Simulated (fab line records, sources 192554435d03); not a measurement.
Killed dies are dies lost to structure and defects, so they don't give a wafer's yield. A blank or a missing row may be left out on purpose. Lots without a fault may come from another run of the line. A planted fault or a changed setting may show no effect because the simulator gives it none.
Chamber matching | flow n5_finfet | N5_BEOL_M8_ETCH_65 on rie_diel-04: 4 sister chambers
The step etches SiARC in CF4, target depth 15.6 nm, time 26 s. 24 wafers are shown with their chamber, then 12 later ones without.

WAFERS WITH THEIR CHAMBER
wafer  | chamber | throttle_valve_pct (%) | drypump_motor_current_A (A) | oes_product_au (a.u.)
L074.1 | 1       | 15.73                  | 5.5                         | 0.60
L074.3 | 2       | 15.34                  | 5.1                         | 0.77
L074.6 | 0       | 15.14                  | 6.3                         | 0.71
L076.2 | 0       | 15.15                  | 6.2                         | 0.71
L076.3 | 3       | 15.62                  | 5.5                         | 0.66
L076.6 | 2       | 15.33                  | 5.2                         | 0.77
L077.3 | 2       | 15.34                  | 5.1                         | 0.76
L077.4 | 1       | 15.74                  | 5.4                         | 0.60
L077.6 | 1       | 15.74                  | 5.5                         | 0.61
L078.1 | 3       | 15.61                  | 5.5                         | 0.67
L078.3 | 2       | 15.36                  | 5.1                         | 0.76
L078.5 | 1       | 15.75                  | 5.4                         | 0.60
L079.1 | 0       | 15.17                  | 6.2                         | 0.69
L079.5 | 0       | 15.17                  | 6.2                         | 0.69
L079.6 | 3       | 15.63                  | 5.5                         | 0.66
L081.4 | 2       | 15.38                  | 5.1                         | 0.74
L081.5 | 1       | 15.77                  | 5.5                         | 0.60
L081.6 | 2       | 15.37                  | 5.2                         | 0.75
L084.1 | 1       | 15.77                  | 5.5                         | 0.60
L084.2 | 2       | 15.38                  | 5.2                         | 0.74
L084.3 | 3       | 15.65                  | 5.5                         | 0.65
L088.1 | 2       | 15.40                  | 5.1                         | 0.72
L088.3 | 0       | 15.21                  | 6.3                         | 0.67
L088.4 | 0       | 15.21                  | 6.3                         | 0.68

SIGNATURES (means of the wafers above)
reading                 | chamber 0 | chamber 1 | chamber 2 | chamber 3 | scatter within a chamber
throttle_valve_pct      | 15.1750   | 15.7500   | 15.3625   | 15.6275   | 0.0232
drypump_motor_current_A | 6.250     | 5.467     | 5.138     | 5.500     | 0.0485
oes_product_au          | 0.6917    | 0.6017    | 0.7512    | 0.6600    | 0.0135
Rule: a wafer's distance from a chamber is the root of the sum, over the readings, of the square of ((its reading less the chamber's mean) divided by the reading's scatter). The wafer belongs to the nearest chamber; if the next one is less than 2 further off, it can't be placed. The scatter: the root of (the sum of the squares of (reading less its chamber's mean) over the shown wafers, divided by (wafers less chambers)).

WAFERS WITHOUT THEIR CHAMBER
wafer  | throttle_valve_pct (%) | drypump_motor_current_A (A) | oes_product_au (a.u.)
L091.2 | 15.40                  | 5.1                         | 0.73
L091.5 | 15.41                  | 5.1                         | 0.72
L091.6 | 15.67                  | 5.5                         | 0.64
L092.1 | 15.24                  | 6.3                         | 0.67
L092.4 | 15.79                  | 5.5                         | 0.59
L092.6 | 15.40                  | 5.2                         | 0.72
L094.1 | 15.26                  | 6.2                         | 0.66
L094.2 | 15.71                  | 5.5                         | 0.62
L094.6 | 15.71                  | 5.5                         | 0.63
L097.1 | 15.42                  | 5.2                         | 0.72
L097.2 | 15.71                  | 5.5                         | 0.63
L097.5 | 15.41                  | 5.1                         | 0.72

WHICH CHAMBER EACH WENT THROUGH
wafer  | from the rows above     | in truth
L091.2 | 2                       | 2
L091.5 | 2                       | 2
L091.6 | 3                       | 3
L092.1 | 0                       | 0
L092.4 | 1                       | 1
L092.6 | 2                       | 2
L094.1 | 0                       | 0
L094.2 | 1                       | 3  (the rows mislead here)
L094.6 | can't be placed: 1 or 3 | 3
L097.1 | 2                       | 2
L097.2 | can't be placed: 1 or 3 | 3
L097.5 | 2                       | 2
Placed correctly: 9 of 12. Can't be placed from these rows: 2 (the true chamber is among the candidates in 2). Placed wrongly: 1.
